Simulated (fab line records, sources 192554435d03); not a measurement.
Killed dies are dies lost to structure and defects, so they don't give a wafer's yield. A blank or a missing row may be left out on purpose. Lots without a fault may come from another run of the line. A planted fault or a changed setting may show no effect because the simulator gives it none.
Which tool did it? | flow n5_finfet | 11 lots, 33 wafers sampled, at 4 steps of a route of 1938

WHAT THE GAUGES READ, wafer by wafer
N5_PASSIVATION_CD_MEAS_44: target cd 40000 nm. Usual: cd_nm 40000 nm, standard deviation 3.
lot  | measured     | on        | cd_nm (nm)        | flag
L255 | day 12 09:58 | cd_sem-03 | 40003 40002 40008 |
L256 | day 12 14:44 | cd_sem-03 | 39999 40002 39997 |
L258 | day 13 10:50 | cd_sem-02 | 39998 39999 40004 |
L260 | day 14 04:47 | cd_sem-03 | 40000 40001 40006 |
L263 | day 14 06:32 | cd_sem-01 | 39994 39994 39997 |
L262 | day 14 12:53 | cd_sem-01 | 40000 39998 39999 |
L264 | day 15 02:20 | cd_sem-03 | 40003 40000 40002 |
L265 | day 15 17:46 | cd_sem-03 | 39995 39997 40000 |
L271 | day 16 18:55 | cd_sem-02 | 40001 40003 40004 |
L273 | day 17 13:28 | cd_sem-03 | 40002 40000 39999 |
L275 | day 18 06:31 | cd_sem-01 | 40000 40006 40004 |

WHICH TOOL RAN EACH LOT (tool, then ch and the chambers of the sampled wafers, then the start)
lot  | N5_BEOL_M9_ALD_74                   | N5_MIM_BOT_LITHO_DESCUM_10         | N5_PASSIVATION_SPUTTER_20
L255 | ald_metal-04 ch 0,1,3, day 10 02:34 | rie_diel-04 ch 0,1,2, day 12 03:13 | pvd_sputter-02, day 12 07:16
L256 | ald_metal-04 ch 0,1,2, day 10 09:08 | rie_diel-06 ch 0,1,2, day 12 07:25 | pvd_sputter-03, day 12 12:19
L258 | ald_metal-02 ch 1,2,3, day 11 07:04 | rie_diel-06 ch 1,2, day 13 01:41   | pvd_sputter-02, day 13 08:14
L260 | ald_metal-02 ch 1,2,3, day 11 17:46 | rie_diel-06 ch 1,3, day 13 23:46   | pvd_sputter-03, day 14 02:14
L263 | ald_metal-04 ch 2,3, day 12 01:54   | rie_diel-04 ch 0,3, day 13 23:49   | pvd_sputter-02, day 14 04:03
L262 | ald_metal-04 ch 1,2, day 12 06:18   | rie_diel-03 ch 0,2,3, day 14 05:32 | pvd_sputter-02, day 14 10:26
L264 | ald_metal-02 ch 0,2, day 12 12:31   | rie_diel-06 ch 1,2,3, day 14 20:32 | pvd_sputter-03, day 14 23:55
L265 | ald_metal-03 ch 1,2, day 12 19:05   | rie_diel-06 ch 2,3, day 15 08:32   | pvd_sputter-03, day 15 14:40
L271 | ald_metal-02 ch 0,2,3, day 14 01:08 | rie_diel-06 ch 1,2,3, day 16 10:35 | pvd_sputter-03, day 16 16:23
L273 | ald_metal-02 ch 0,3, day 14 22:27   | rie_diel-03 ch 0,1, day 17 04:35   | pvd_sputter-02, day 17 10:52
L275 | ald_metal-03 ch 1,2,3, day 15 21:10 | rie_diel-03 ch 1,2, day 18 01:39   | pvd_sputter-01, day 18 04:03
- N5_BEOL_M9_ALD_74: deposits TaN, target thk 2 nm, pulse time 2 s, purge time 3 s.
- N5_MIM_BOT_LITHO_DESCUM_10: chemistry O2, time 7.9 s.
- N5_PASSIVATION_SPUTTER_20: material TaN, target thk 50 nm.

WHAT THE TOOLS THEMSELVES READ (means of the sampled wafers that have a number; where no wafer has one, the mark that the record gives instead)
N5_BEOL_M9_ALD_74. Usual: heater_power_w 425 W, standard deviation 39; precursor_vessel_carrier_sccm 1000.3 sccm, standard deviation 2.7.
lot  | tool         | heater_power_w (W) | precursor_vessel_carrier_sccm (sccm) | flag
L255 | ald_metal-04 | 428                | 998.5                                |
L256 | ald_metal-04 | 441                | 1000.9                               |
L258 | ald_metal-02 | 406                | 1001.9                               |
L260 | ald_metal-02 | 399                | 1000.2                               |
L263 | ald_metal-04 | 418                | 1001.7                               |
L262 | ald_metal-04 | 432                | 998.7                                |
L264 | ald_metal-02 | 423                | 1001.2                               |
L265 | ald_metal-03 | 453                | 998.0                                |
L271 | ald_metal-02 | 415                | 1000.0                               |
L273 | ald_metal-02 | 424                | 999.0                                |
L275 | ald_metal-03 | 388                | 1002.3                               |

N5_MIM_BOT_LITHO_DESCUM_10. Usual: drypump_motor_current_A 5.6 A, standard deviation 0.46; oes_product_au 0.79 a.u., standard deviation 0.075; rf_vpp_V 243.2 V, standard deviation 1.4; showerhead_plenum_p_Torr 2.09 Torr, standard deviation 0.072; throttle_valve_pct 20.46 %, standard deviation 0.28.
lot  | tool        | drypump_motor_current_A (A) | oes_product_au (a.u.) | rf_vpp_V (V) | showerhead_plenum_p_Torr (Torr) | throttle_valve_pct (%) | flag
L255 | rie_diel-04 | 5.6                         | 0.82                  | 244.5        | 2.15                            | 20.35                  |
L256 | rie_diel-06 | 5.3                         | 0.74                  | 242.2        | 2.03                            | 20.55                  |
L258 | rie_diel-06 | 5.1                         | 0.76                  | 242.0        | 2.01                            | 20.66                  |
L260 | rie_diel-06 | 5.7                         | 0.70                  | 242.5        | 2.04                            | 20.75                  |
L263 | rie_diel-04 | 5.5                         | 0.82                  | 244.0        | 2.14                            | 20.26                  |
L262 | rie_diel-03 | 5.5                         | 0.84                  | 242.6        | 2.12                            | 20.43                  |
L264 | rie_diel-06 | 5.6                         | 0.83                  | 243.0        | 2.04                            | 20.57                  |
L265 | rie_diel-06 | 5.5                         | 0.83                  | 243.0        | 2.04                            | 20.50                  |
L271 | rie_diel-06 | 5.6                         | 0.80                  | 242.4        | 2.04                            | 20.59                  |
L273 | rie_diel-03 | 5.4                         | 0.83                  | 242.1        | 2.04                            | 20.37                  |
L275 | rie_diel-03 | 5.6                         | 0.82                  | 242.8        | 2.10                            | 20.23                  |

N5_PASSIVATION_SPUTTER_20. Usual: throttle_valve_pct 30.3 %, standard deviation 1.1.
lot  | tool           | throttle_valve_pct (%) | flag
L255 | pvd_sputter-02 | 30.4                   |
L256 | pvd_sputter-03 | 29.9                   |
L258 | pvd_sputter-02 | 31.3                   |
L260 | pvd_sputter-03 | 30.1                   |
L263 | pvd_sputter-02 | 32.1                   |
L262 | pvd_sputter-02 | 30.2                   |
L264 | pvd_sputter-03 | 29.9                   |
L265 | pvd_sputter-03 | 30.3                   |
L271 | pvd_sputter-03 | 30.2                   |
L273 | pvd_sputter-02 | 30.3                   |
L275 | pvd_sputter-01 | 30.3                   |

THE ANSWER, worked out from the rows above alone
Rule: a lot is off if the mean of its wafers that have a number lies more than 3 standard deviations from the usual mean. A lot without any number at a reading at which 4 lots or more have one is off too. The other lots that the step has rows for count as sound. The gauges are gone through in route order, then the tools' own readings, and for those a lot's mean is taken as printed above. The first step at which some lot is off is used, and at that step the reading that is off furthest; a lot without a number counts as furthest.
No lot is off at any reading shown: from this, nothing can be told.

WHAT THE SIMULATOR HAD PUT IN
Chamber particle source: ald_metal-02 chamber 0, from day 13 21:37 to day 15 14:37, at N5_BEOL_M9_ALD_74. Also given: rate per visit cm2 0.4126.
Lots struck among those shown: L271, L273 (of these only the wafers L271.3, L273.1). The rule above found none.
